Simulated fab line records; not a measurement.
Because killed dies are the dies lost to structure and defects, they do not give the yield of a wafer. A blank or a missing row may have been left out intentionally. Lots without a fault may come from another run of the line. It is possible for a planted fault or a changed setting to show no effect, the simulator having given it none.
Chamber matching || flow nand harc || cmp-03 running NHARC_P_BONDPAD_CMP_32: 4 sister chambers
The step polishes SiCN, target thk 200 nm. 8 wafers are shown with their chamber, then 7 later ones without.

== EACH WAFER AND ITS CHAMBER ==
{"wafer": "L080.1", "chamber": 0, "motor current A (A)": 12.8}
{"wafer": "L083.1", "chamber": 0, "motor current A (A)": 12.9}
{"wafer": "L083.3", "chamber": 1, "motor current A (A)": 11.8}
{"wafer": "L086.2", "chamber": 2, "motor current A (A)": 13.3}
{"wafer": "L086.3", "chamber": 3, "motor current A (A)": 12.1}
{"wafer": "L086.5", "chamber": 3, "motor current A (A)": 13.3}
{"wafer": "L093.1", "chamber": 1, "motor current A (A)": 12.3}
{"wafer": "L093.2", "chamber": 2, "motor current A (A)": 13.7}

== WAFERS WITHOUT THEIR CHAMBER ==
{"wafer": "L093.4", "motor current A (A)": 12.4}
{"wafer": "L095.2", "motor current A (A)": 13.3}
{"wafer": "L095.3", "motor current A (A)": 13.1}
{"wafer": "L095.6", "motor current A (A)": 14.3}
{"wafer": "L096.2", "motor current A (A)": 13.1}
{"wafer": "L096.3", "motor current A (A)": 12.8}
{"wafer": "L096.5", "motor current A (A)": 13.4}

== CHAMBER TAKEN BY EACH ==
{"wafer": "L093.4", "from the rows above": "can't be placed: 3 or 1 or 0 or 2", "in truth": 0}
{"wafer": "L095.2", "from the rows above": "can't be placed: 2 or 0 or 3", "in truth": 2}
{"wafer": "L095.3", "from the rows above": "can't be placed: 0 or 2 or 3 or 1", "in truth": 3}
{"wafer": "L095.6", "from the rows above": "can't be placed: 2 or 0 or 3", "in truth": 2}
{"wafer": "L096.2", "from the rows above": "can't be placed: 0 or 2 or 3 or 1", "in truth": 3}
{"wafer": "L096.3", "from the rows above": "can't be placed: 0 or 3 or 2 or 1", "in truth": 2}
{"wafer": "L096.5", "from the rows above": "can't be placed: 2 or 0 or 3", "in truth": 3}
Placed correctly: 0 of 7. Unplaceable from these rows: 7, with the true chamber sitting among the candidates in 7. 0 placed wrongly.
How it was worked out, from the rows above alone: a wafer's distance from a chamber is the root of the sum, over the readings, of the square of ((its reading less the chamber's mean) divided by the reading's scatter). The wafer belongs to the nearest chamber; if the next one is less than 2 further off, it can't be placed. Each chamber's mean is taken over the wafers shown for it. The scatter is the square root of a quotient: the sum, over the shown wafers, of each reading's squared deviation from its chamber's mean, divided by wafers minus chambers.
